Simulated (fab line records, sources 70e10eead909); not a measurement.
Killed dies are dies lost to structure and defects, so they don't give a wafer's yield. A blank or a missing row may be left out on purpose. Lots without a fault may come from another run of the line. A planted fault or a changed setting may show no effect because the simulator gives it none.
Which tool did it? | flow nand_harc | 14 lots, 42 wafers sampled, at 3 steps of a route of 1302

WHAT THE GAUGES READ, wafer by wafer
NHARC_P_GATE_OVL_MEAS_27. Usual: overlay_x_nm -0.1 nm, standard deviation 0.93; overlay_y_nm 0.0 nm, standard deviation 0.51.
lot  | measured     | on         | overlay_x_nm (nm) | overlay_y_nm (nm) | flag
L870 | day 4 23:47  | overlay-02 | 1.3 0.7 0.9       | 0.7 1.1 0.7       |
L872 | day 5 22:45  | overlay-02 | -0.5 -0.9 -0.5    | 0.5 0.4 0.5       |
L880 | day 9 00:20  | overlay-01 | 0.4 0.0 0.0       | -0.1 -0.5 -0.4    |
L881 | day 9 18:16  | overlay-01 | -0.1 0.0 0.7      | 0.3 0.0 -0.9      |
L883 | day 10 07:13 | overlay-02 | 0.5 0.7 0.4       | -0.3 -0.7 -0.8    |
L885 | day 11 04:29 | overlay-02 | -0.8 -0.6 -0.1    | -0.3 -0.2 -0.3    |
L886 | day 11 21:30 | overlay-02 | 1.2 1.3 1.2       | 0.5 -0.1 -0.1     |
L887 | day 12 08:43 | overlay-02 | -0.5 -0.8 0.1     | -0.6 -0.1 -0.5    |
L888 | day 12 11:38 | overlay-02 | 1.3 1.6 1.9       | 0.8 0.8 1.2       |
L889 | day 13 01:04 | overlay-02 | -1.6 -2.2 -1.9    | 0.1 -0.6 -0.5     |
L890 | day 13 09:21 | overlay-01 | -1.3 -1.4 -1.2    | -0.1 -0.3 0.6     |
L891 | day 13 14:23 | overlay-01 | -0.7 -1.3 -0.2    | 0.1 0.4 0.0       |
L892 | day 14 09:07 | overlay-02 | -1.8 -2.2 -1.7    | -0.4 -0.6 -0.4    |
L893 | day 14 12:52 | overlay-01 | -0.1 0.0 -0.1     | -0.5 -0.5 0.1     |

WHICH TOOL RAN EACH LOT (tool, then ch and the chambers of the sampled wafers, then the start)
lot  | NHARC_P_STI_DESCUM_14              | NHARC_P_GATE_DEP_103
L870 | rie_diel-04 ch 0,1,3, day 2 20:58  | pecvd-01 ch 0,2, day 4 23:01
L872 | rie_diel-04 ch 0,1,2, day 3 15:26  | pecvd-03 ch 1,2, day 5 22:05
L880 | rie_diel-04 ch 0,1,3, day 6 22:17  | pecvd-01 ch 0,1,2, day 8 23:35
L881 | rie_diel-04 ch 1,2, day 7 11:55    | pecvd-03 ch 0,1,2, day 9 17:39
L883 | rie_diel-05 ch 0,3, day 8 05:59    | pecvd-01 ch 0,1, day 10 06:36
L885 | rie_diel-04 ch 1,2,3, day 9 02:28  | pecvd-03 ch 0,2, day 11 03:53
L886 | rie_diel-07 ch 0,1,3, day 9 11:20  | pecvd-03 ch 0,1,2, day 11 20:44
L887 | rie_diel-04 ch 2,3, day 9 22:51    | pecvd-03 ch 1,2, day 12 08:07
L888 | rie_diel-07 ch 1,3, day 10 09:22   | pecvd-01 ch 1,2, day 12 10:52
L889 | rie_diel-07 ch 1,2, day 10 21:20   | pecvd-01 ch 0,1, day 13 00:26
L890 | rie_diel-04 ch 0,1,3, day 11 05:49 | pecvd-04 ch 0,1, day 13 08:35
L891 | rie_diel-04 ch 2,3, day 11 13:56   | pecvd-04 ch 0,1,2, day 13 13:38
L892 | rie_diel-04 ch 1,2,3, day 11 23:16 | pecvd-03 ch 0,2, day 14 08:22
L893 | rie_diel-05 ch 0,1,2, day 12 09:46 | pecvd-03 ch 0,1, day 14 12:08
- NHARC_P_STI_DESCUM_14: chemistry O2, time 3 s.
- NHARC_P_GATE_DEP_103: deposits SiON, target thk 30 nm.

WHAT THE TOOLS THEMSELVES READ (means of the sampled wafers that have a number; where no wafer has one, the mark that the record gives instead)
NHARC_P_STI_DESCUM_14. Usual: drypump_motor_current_A 5.8 A, standard deviation 0.31; oes_product_au 1.003 a.u., standard deviation 0.015; rf_vpp_V 57.7 V, standard deviation 0.89; showerhead_plenum_p_Torr 1.90 Torr, standard deviation 0.068; throttle_valve_pct 11.311 %, standard deviation 0.0093.
lot  | tool        | drypump_motor_current_A (A) | oes_product_au (a.u.) | rf_vpp_V (V) | showerhead_plenum_p_Torr (Torr) | throttle_valve_pct (%) | flag
L870 | rie_diel-04 | 5.9                         | 0.992                 | 58.4         | 1.91                            | 11.317                 |
L872 | rie_diel-04 | 5.7                         | 1.001                 | 57.1         | 1.91                            | 11.320                 |
L880 | rie_diel-04 | 5.9                         | 0.993                 | 57.3         | 1.91                            | 11.306                 |
L881 | rie_diel-04 | 5.9                         | 1.003                 | 58.0         | 1.94                            | 11.318                 |
L883 | rie_diel-05 | 5.8                         | 0.981                 | 58.2         | 1.86                            | 11.314                 |
L885 | rie_diel-04 | 6.0                         | 1.020                 | 57.0         | 1.94                            | 11.314                 |
L886 | rie_diel-07 | 5.4                         | 1.007                 | 57.4         | 1.90                            | 11.308                 |
L887 | rie_diel-04 | 6.1                         | 1.007                 | 58.2         | 1.91                            | 11.316                 |
L888 | rie_diel-07 | 5.5                         | 1.003                 | 58.1         | 1.87                            | 11.307                 |
L889 | rie_diel-07 | 5.6                         | 1.009                 | 57.8         | 1.87                            | 11.308                 |
L890 | rie_diel-04 | 5.9                         | 0.997                 | 57.6         | 1.91                            | 11.311                 |
L891 | rie_diel-04 | 6.3                         | 1.011                 | 58.2         | 1.91                            | 11.307                 |
L892 | rie_diel-04 | 6.0                         | 1.015                 | 58.4         | 1.94                            | 11.307                 |
L893 | rie_diel-05 | 5.8                         | 1.002                 | 58.1         | 1.93                            | 11.308                 |

NHARC_P_GATE_DEP_103. Usual: heater_power_outer_w 444 W, standard deviation 69; heater_power_w 748 W, standard deviation 100.
lot  | tool     | heater_power_outer_w (W) | heater_power_w (W) | flag
L870 | pecvd-01 | 439                      | 744                |
L872 | pecvd-03 | 509                      | 818                |
L880 | pecvd-01 | -                        | -                  | OFF
L881 | pecvd-03 | -                        | -                  | OFF
L883 | pecvd-01 | 354                      | 603                |
L885 | pecvd-03 | 393                      | 690                |
L886 | pecvd-03 | 425                      | 723                |
L887 | pecvd-03 | 473                      | 790                |
L888 | pecvd-01 | 384                      | 713                |
L889 | pecvd-01 | 416                      | 686                |
L890 | pecvd-04 | 536                      | 869                |
L891 | pecvd-04 | 445                      | 748                |
L892 | pecvd-03 | 399                      | 689                |
L893 | pecvd-03 | 431                      | 719                |

THE ANSWER, worked out from the rows above alone
Rule: a lot is off if the mean of its wafers that have a number lies more than 3 standard deviations from the usual mean. A lot without any number at a reading at which 4 lots or more have one is off too. The other lots that the step has rows for count as sound. The gauges are gone through in route order, then the tools' own readings, and for those a lot's mean is taken as printed above. The first step at which some lot is off is used, and at that step the reading that is off furthest; a lot without a number counts as furthest.
Off: L880, L881, at NHARC_P_GATE_DEP_103 (heater_power_outer_w). Without a number there: L880, L881.
A tool fits if, at that step or a process step before it, it ran every lot that is off, and no sound lot after the first of them. None of those tried fits.

WHAT THE SIMULATOR HAD PUT IN
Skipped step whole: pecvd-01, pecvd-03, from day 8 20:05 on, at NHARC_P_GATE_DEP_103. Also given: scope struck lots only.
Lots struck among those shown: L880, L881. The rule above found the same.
